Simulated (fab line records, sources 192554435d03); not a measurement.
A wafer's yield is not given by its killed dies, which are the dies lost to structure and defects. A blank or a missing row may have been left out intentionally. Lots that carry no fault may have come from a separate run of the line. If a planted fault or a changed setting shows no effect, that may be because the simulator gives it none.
Matching of chambers | flow n5Finfet | aldHk-03 running N5_HKMG_FIN_HK_ALD_01: 4 sister chambers
The step deposits HfO2, target thk 1.6 nm, pulse time 3 s, purge time 3 s. 4 wafers are shown with their chamber, then 12 later ones without.

## WAFERS PAIRED WITH THEIR CHAMBERS
wafer  | chamber | precursorPulseHeightRel
L088.5 | 2       | 1.015
L090.2 | 3       | 1.013
L090.3 | 1       | 1.008
L090.6 | 0       | 1.037

## WAFERS MISSING THEIR CHAMBER
wafer  | precursorPulseHeightRel
L093.1 | 1.035
L093.5 | 1.000
L093.6 | 1.022
L094.1 | 1.019
L094.3 | 0.981
L094.4 | 0.993
L095.2 | 1.007
L095.4 | 0.935
L095.5 | 0.982
L096.1 | 1.025
L096.3 | 1.005
L096.6 | 1.006

## WHICH CHAMBER EACH ONE RAN IN
wafer  | from the rows above               | in truth
L093.1 | can't be placed: 0 or 2 or 3 or 1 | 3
L093.5 | can't be placed: 1 or 3 or 2 or 0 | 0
L093.6 | can't be placed: 2 or 3 or 1 or 0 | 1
L094.1 | can't be placed: 2 or 3 or 1 or 0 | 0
L094.3 | can't be placed: 1 or 3 or 2 or 0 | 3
L094.4 | can't be placed: 1 or 3 or 2 or 0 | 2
L095.2 | can't be placed: 1 or 3 or 2 or 0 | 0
L095.4 | can't be placed: 1 or 3 or 2 or 0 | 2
L095.5 | can't be placed: 1 or 3 or 2 or 0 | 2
L096.1 | can't be placed: 2 or 0 or 3 or 1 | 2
L096.3 | can't be placed: 1 or 3 or 2 or 0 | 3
L096.6 | can't be placed: 1 or 3 or 2 or 0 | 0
Correct placement for 0 of the 12. From these rows, 12 cannot be placed; in 12 the true chamber is one of the candidates. Placed wrongly: 0.
How it was worked out, from the rows above alone: a wafer's distance from a chamber is the root of the sum, over the readings, of the square of ((its reading less the chamber's mean) divided by the reading's scatter). The wafer belongs to the nearest chamber; if the next one is less than 2 further off, it can't be placed. Each chamber's mean is taken over the wafers shown for it. The scatter (one wafer shown for each chamber): square how far every hidden wafer sits from the nearest shown wafer, average those squares and take the square root.
